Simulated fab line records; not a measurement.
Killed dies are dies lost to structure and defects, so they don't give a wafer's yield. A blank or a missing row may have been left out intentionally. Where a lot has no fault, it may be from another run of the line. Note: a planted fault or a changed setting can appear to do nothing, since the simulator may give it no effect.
fab line records ; flow n5Finfet
record lots=6; wafers=17; lastDay=18
route steps=1938 shown BEOL_M6@1248
lots that met no fault: taken from a fault-free run of the same line
startH: the number of hours between the record's first day and the start of the first shown wafer of the lot ; waitH: how many hours have passed since the lot's step before this one ; " identical to the entry in the row above ; L1.1+2: one row covering several wafers at once ; - no value present, or no start provided ; * or withheld: withheld ; < > ~ a bound
route shown NAME@n: a module of which the file shows steps, and the number in the route of the first ; usual: average and standard deviation across the fault-free wafers ; same: alike in all rows ; chamber/n: place in a boat ; sites: per-site readings ; _std_site: standard deviation across them ; _edge_site: the outer-site mean with the inner-site mean subtracted ; radiusMm: how far each site lies from the wafer's centre ; mask NAME#n: copy n ; behind: tool/chamber where the wafer was last shaped ; hold: why the lot went on hold/how many hours it stayed there/how the hold came to an end ; device: names the non-switching transistor (n, p or np) ; end of line: tests run on the same wafers once the route is complete ; a step with no rows: only its recipe ; killed: dies that structure and defects cost at the first sort, which is not the same as the wafer's yield ; map: a wafer's dies, x killed, . not, _ none there
set.NAME: the setting the step ran with; set.NAME@STEP: the setting that earlier step ran with ; model.NAME: the simulator's own value behind a step, which no gauge read
lots seen at some steps along the route; tables by step, rows by wafer
services: the hour from which a tool's chamber was out of use, counted from the record's first day as startH (under 0 if before that day), plus the number of hours and why
## steps
# step N5_BEOL_M6_CURE_75
# recipe tempC=370; timeS=120; ambient=DMADMS/He; material=SiCOH_lowk
# usual lampPowerPct=52.31/0.054; wafer_temp_C_max=371.5/0.56
lot.wafer;tool;chamber;startH;waitH;lampPowerPct;wafer_temp_C_max
L296.2;uvCure-03;1;198.70;0.1;52.18;371.8
L296.4;uvCure-03;1;198.70;0.1;52.38;371.7
L296.6;uvCure-03;1;198.70;0.1;52.17;372.1
L298.2;uvCure-03;1;210.18;0.1;52.37;371.5
L298.3;uvCure-03;1;210.18;0.1;52.25;371.8
L298.4;uvCure-03;1;210.18;0.1;52.29;371.7
L304.2;uvCure-03;2;244.01;0.1;52.31;371.8
L304.4;uvCure-03;2;244.01;0.1;52.41;371.9
L304.6;uvCure-03;2;244.01;0.1;52.30;371.2
L308.1;uvCure-01;0;284.87;0.1;52.28;372.4
L308.3;uvCure-01;0;284.87;0.1;52.31;372.4
L308.4;uvCure-01;0;284.87;0.1;52.28;372.0
L310.1;uvCure-01;1;288.70;0.0;52.34;370.4
L310.6;uvCure-01;1;288.70;0.0;52.30;370.8
L317.1;uvCure-03;0;325.86;0.0;52.35;371.6
L317.4;uvCure-03;0;325.86;0.0;52.28;371.5
L317.6;uvCure-03;0;325.86;0.0;52.27;371.1
# step N5_BEOL_M6_DEGAS_44
# recipe ambient=vacuum; tempC=250; timeS=60
# usual heaterPowerW=348/16
lot.wafer;tool;chamber;startH;waitH;heaterPowerW
L296.2;pvdSputter-03;-;198.97;0.2;319
L296.4;pvdSputter-03;-;198.97;0.2;337
L296.6;pvdSputter-03;-;198.97;0.2;355
L298.2;pvdSputter-02;-;210.46;0.2;350
L298.3;pvdSputter-02;-;210.46;0.2;354
L298.4;pvdSputter-02;-;210.46;0.2;344
L304.2;pvdSputter-02;-;244.32;0.3;352
L304.4;pvdSputter-02;-;244.32;0.3;344
L304.6;pvdSputter-02;-;244.32;0.3;349
L308.1;pvdSputter-02;-;285.21;0.3;352
L308.3;pvdSputter-02;-;285.21;0.3;349
L308.4;pvdSputter-02;-;285.21;0.3;359
L310.1;pvdSputter-03;-;289.09;0.3;381
L310.6;pvdSputter-03;-;289.09;0.3;329
L317.1;pvdSputter-03;-;326.31;0.4;329
L317.4;pvdSputter-03;-;326.31;0.4;327
L317.6;pvdSputter-03;-;326.31;0.4;346
# step N5_BEOL_M6_PRE_CLEAN_45
# recipe gas=H2/He; timeS=30; tempC=250
# step N5_BEOL_M6_ALD_77
# recipe material=TaN; targetThkA=20; tempC=275; aldPrecursorFamily=PDMAT; aldCoReactant=NH3; pressureTorr=3; carrierFlowSccm=1500; pulseTimeS=2; purgeTimeS=3; coReactantPurgeTimeS=2; coReactantPulseTimeS=3; aldCycles=40; precursorVesselTempC=75; precursorVesselPressureTorr=26.25; precursorVesselCarrierSccm=1000
# step N5_BEOL_M6_SURFACE_TREAT_79
# recipe gas=Ar; timeS=*; ionEnergyEv=*; ionCurrentMaCm2=0.5; pressureMtorr=*; arFlowSccm=30
# usual pressureMtorr=*; throttleValvePct=*
lot.wafer;tool;chamber;startH;waitH;pressureMtorr;throttleValvePct
L296.2;pvdSputter-03;-;199.36;0.2;*;*
L296.4;pvdSputter-03;-;199.36;0.2;*;*
L296.6;pvdSputter-03;-;199.36;0.2;*;*
L298.2;pvdSputter-02;-;212.38;1.7;*;*
L298.3;pvdSputter-02;-;212.38;1.7;*;*
L298.4;pvdSputter-02;-;212.38;1.7;*;*
L304.2;pvdSputter-01;-;244.93;0.4;*;*
L304.4;pvdSputter-01;-;244.93;0.4;*;*
L304.6;pvdSputter-01;-;244.93;0.4;*;*
L308.1;pvdSputter-02;-;285.67;0.2;*;*
L308.3;pvdSputter-02;-;285.67;0.2;*;*
L308.4;pvdSputter-02;-;285.67;0.2;*;*
L310.1;pvdSputter-01;-;290.81;1.4;*;*
L310.6;pvdSputter-01;-;290.81;1.4;*;*
L317.1;pvdSputter-02;-;326.69;0.2;*;*
L317.4;pvdSputter-02;-;326.69;0.2;*;*
L317.6;pvdSputter-02;-;326.69;0.2;*;*
# step N5_BEOL_M6_CVD_78
# recipe material=Co; targetThkA=20; tempC=withheld; precursor=CCTBA/H2; pressureTorr=30; timeS=142.3
# step N5_BEOL_M6_SPUTTER_48
# recipe material=Cu; targetThkA=100; tempC=-20; biasV=60; powerW=26000; chamberPressurePa=0.13; timeS=1.667
# step N5_BEOL_M6_ECD_50
# recipe material=Cu; targetThkA=3000
# step N5_BEOL_M6_ANNEAL_51
# recipe tempC=225; timeS=90; ambient=N2
# usual wafer_temp_C_max=226.2/0.38
lot.wafer;tool;chamber;startH;waitH;wafer_temp_C_max
L296.2;rtpAnneal-02;0;200.95;1.1;227.0
L296.4;rtpAnneal-02;0;200.95;1.1;226.5
L296.6;rtpAnneal-02;0;200.95;1.1;226.4
L298.2;rtpAnneal-02;0;212.96;0.1;227.1
L298.3;rtpAnneal-02;0;212.96;0.1;226.5
L298.4;rtpAnneal-02;0;212.96;0.1;226.8
L304.2;rtpAnneal-02;0;245.74;0.1;227.1
L304.4;rtpAnneal-02;0;245.74;0.1;226.2
L304.6;rtpAnneal-02;0;245.74;0.1;226.4
L308.1;rtpAnneal-01;0;287.10;1.0;226.1
L308.3;rtpAnneal-01;0;287.10;1.0;226.3
L308.4;rtpAnneal-01;0;287.10;1.0;225.9
L310.1;rtpAnneal-02;0;291.68;0.2;226.5
L310.6;rtpAnneal-02;0;291.68;0.2;226.2
L317.1;rtpAnneal-02;0;328.87;0.2;226.6
L317.4;rtpAnneal-02;0;328.87;0.2;226.5
L317.6;rtpAnneal-02;0;328.87;0.2;226.1
# step N5_BEOL_M6_CMP_52
# recipe stopOn=SiCOH_lowk; tOverpolishS=6.9; downForcePsi=1; platenRpm=50; clearingPlatenDownForcePsi=1.5; clearingPlatenRpm=50; postCmpClean=cuAlkaline; targetThkNm=80; clearingPlatenPadVelocityMS=0.99484; padVelocityMS=0.99484
# usual barrierFieldEndpointS=28.5/0.84; motorCurrentA=6.1/0.57; overpolishRunS=6.900/0.0087; timeToEndpointS=62/3.5
# same tOverpolishS=6.9
lot.wafer;tool;chamber;startH;waitH;barrierFieldEndpointS;motorCurrentA;overpolishRunS;timeToEndpointS
L296.4;cmp-03;0;201.37;0.3;28.1;6.2;6.902;62
L296.2;cmp-03;2;201.37;0.3;27.9;5.8;6.916;59
L296.6;cmp-03;1;201.37;0.3;28.8;6.4;6.892;59
L298.2;cmp-02;1;213.25;0.2;29.3;6.6;6.890;64
L298.3;cmp-02;2;213.25;0.2;28.3;5.7;6.885;60
L298.4;cmp-02;3;213.25;0.2;28.5;6.3;6.915;61
L304.2;cmp-01;3;246.16;0.4;28.3;7.5;6.886;66
L304.4;cmp-01;1;246.16;0.4;29.2;5.2;6.909;67
L304.6;cmp-01;3;246.16;0.4;29.1;7.4;6.884;67
L308.3;cmp-03;2;287.41;0.2;27.1;5.4;6.907;56
L308.1;cmp-03;3;287.41;0.2;28.2;6.2;6.901;64
L308.4;cmp-03;1;287.41;0.2;28.6;6.5;6.896;60
L310.1;cmp-02;3;292.09;0.4;27.8;6.7;6.901;63
L310.6;cmp-02;0;292.09;0.4;27.4;5.7;6.911;58
L317.4;cmp-01;3;329.18;0.1;28.9;7.2;6.887;67
L317.1;cmp-01;1;329.18;0.1;27.9;5.5;6.912;62
L317.6;cmp-01;3;329.18;0.1;29.3;6.8;6.894;66
# step N5_BEOL_M6_THK_MEAS_53
# recipe thkMeasGauge=xrf; reads=Cu_of_BEOL_M6_ECD_50
# usual M6_THK=78.3/2
lot.wafer;tool;chamber;startH;waitH;M6_THK[nm]
L296.2;filmMetro-02;-;201.66;-;75.0
L296.4;filmMetro-02;-;201.66;-;75.4
L296.6;filmMetro-02;-;201.66;-;72.8
L298.2;filmMetro-01;-;213.50;-;76.8
L298.3;filmMetro-01;-;213.50;-;76.6
L298.4;filmMetro-01;-;213.50;-;75.6
L304.2;filmMetro-02;-;246.42;-;77.8
L304.4;filmMetro-02;-;246.42;-;79.4
L304.6;filmMetro-02;-;246.42;-;78.2
L308.1;filmMetro-01;-;287.70;-;82.4
L308.3;filmMetro-01;-;287.70;-;76.8
L308.4;filmMetro-01;-;287.70;-;81.6
L310.1;filmMetro-01;-;292.27;-;80.3
L310.6;filmMetro-01;-;292.27;-;74.4
L317.1;filmMetro-01;-;329.47;-;82.8
L317.4;filmMetro-01;-;329.47;-;80.6
L317.6;filmMetro-01;-;329.47;-;81.5
# step N5_BEOL_M6_PRE_CLEAN_55
# recipe gas=NH3; timeS=15; tempC=withheld; rfPowerW=300
# step N5_BEOL_M6_DEP_56
# recipe material=SiCN; targetThkA=100; tempC=withheld; precursor=3MS/NH3; pressureTorr=3; rfW=202; timeS=17.5
# usual showerheadPlenumPTorr=3.669/0.016; throttleValvePct=9.0/0.31
lot.wafer;tool;chamber;startH;waitH;showerheadPlenumPTorr;throttleValvePct;model.SiCN_of_BEOL_M6_DEP_56.thkNm
L296.2;pecvd-02;2;201.72;0.0;3.677;8.6;10
L296.4;pecvd-02;2;201.72;0.0;3.669;8.4;10
L296.6;pecvd-02;1;201.72;0.0;3.646;8.9;10
L298.2;pecvd-02;0;213.56;0.0;3.668;8.8;9.8
L298.3;pecvd-02;2;213.56;0.0;3.663;8.7;10
L298.4;pecvd-02;1;213.56;0.0;3.636;8.8;10.2
L304.2;pecvd-03;1;246.48;0.0;3.673;9.2;10
L304.4;pecvd-03;0;246.48;0.0;3.701;9.2;10
L304.6;pecvd-03;2;246.48;0.0;3.685;8.8;10
L308.1;pecvd-02;2;287.76;0.0;3.671;8.9;10.4
L308.3;pecvd-02;1;287.76;0.0;3.643;9.0;9.8
L308.4;pecvd-02;0;287.76;0.0;3.659;8.9;10.4
L310.1;pecvd-02;1;292.33;0.0;3.639;8.9;10.4
L310.6;pecvd-02;0;292.33;0.0;3.659;8.8;9.8
L317.1;pecvd-03;1;329.53;0.0;3.673;9.3;10
L317.4;pecvd-03;0;329.53;0.0;3.695;8.8;10.4
L317.6;pecvd-03;2;329.53;0.0;3.687;9.3;10
# step N5_BEOL_M6_RS_MEAS_57
# recipe thkMeasGauge=four-point-probe; reads=Cu_of_BEOL_M6_ECD_50+Co_of_BEOL_M6_CVD_78+TaN_of_BEOL_M6_ALD_77
# usual M6_RS=0.288/0.0088
lot.wafer;tool;chamber;startH;waitH;M6_RS[ohm/sq]
L296.2;filmMetro-02;-;201.79;0.1;0.301
L296.4;filmMetro-02;-;201.79;0.1;0.298
L296.6;filmMetro-02;-;201.79;0.1;0.310
L298.2;filmMetro-01;-;213.63;0.1;0.298
L298.3;filmMetro-01;-;213.63;0.1;0.300
L298.4;filmMetro-01;-;213.63;0.1;0.305
L304.2;filmMetro-02;-;246.55;0.1;0.289
L304.4;filmMetro-02;-;246.55;0.1;0.282
L304.6;filmMetro-02;-;246.55;0.1;0.288
L308.1;filmMetro-01;-;287.83;0.1;0.272
L308.3;filmMetro-01;-;287.83;0.1;0.297
L308.4;filmMetro-01;-;287.83;0.1;0.277
L310.1;filmMetro-01;-;292.40;0.1;0.277
L310.6;filmMetro-01;-;292.40;0.1;0.302
L317.1;filmMetro-02;-;329.60;0.1;0.271
L317.4;filmMetro-02;-;329.60;0.1;0.279
L317.6;filmMetro-02;-;329.60;0.1;0.275
## services
tool;chamber;startH;hours;kind
cmp-01;-;179.60;0.8;repair
cmp-02;-;184.75;2.0;repair
cmp-02;-;197.05;4.4;repair
cmp-01;-;197.94;6.9;pm
pecvd-02;0;206.64;4.7;repair
cmp-03;-;220.94;0.8;repair
uvCure-01;-;227.97;28.1;pm
cmp-03;-;233.89;0.3;repair
cmp-02;-;237.89;4.0;pm
rtpAnneal-02;-;238.50;0.8;pm
pecvd-03;-;238.67;4.3;pm
cmp-02;-;245.71;4.2;repair
uvCure-03;-;246.60;2.1;pm
uvCure-03;-;255.96;7.5;pm
cmp-03;-;259.78;4.0;pm
cmp-02;-;283.57;2.2;repair
cmp-01;-;287.77;0.5;repair
cmp-01;-;288.30;5.9;pm
pecvd-02;-;290.07;1.3;repair
cmp-01;-;302.33;2.0;repair
pvdSputter-03;-;309.90;0.8;repair
cmp-03;-;311.07;5.7;pm
cmp-01;-;312.15;4.0;pm
cmp-03;-;324.47;1.2;repair
## key
firstSign none at tools or gauges
modelEffect step=N5_BEOL_M6_DEP_56; value=SiCN_of_BEOL_M6_DEP_56.thkNm; without=9.933; struck=10.4
metAt N5_BEOL_M6_DEP_56
struckWafers L308.1,L308.4,L310.1
onsetBetween 213.56 287.76
fault kind=processParameterDrift; tool=pecvd-02; chamber=-; onsetH=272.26; steps=N5_BEOL_M6_DEP_56; channel=timeS; offset=*; shape=step; endH=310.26; scope=struckWafersOnly; actsIn=*; stated=*
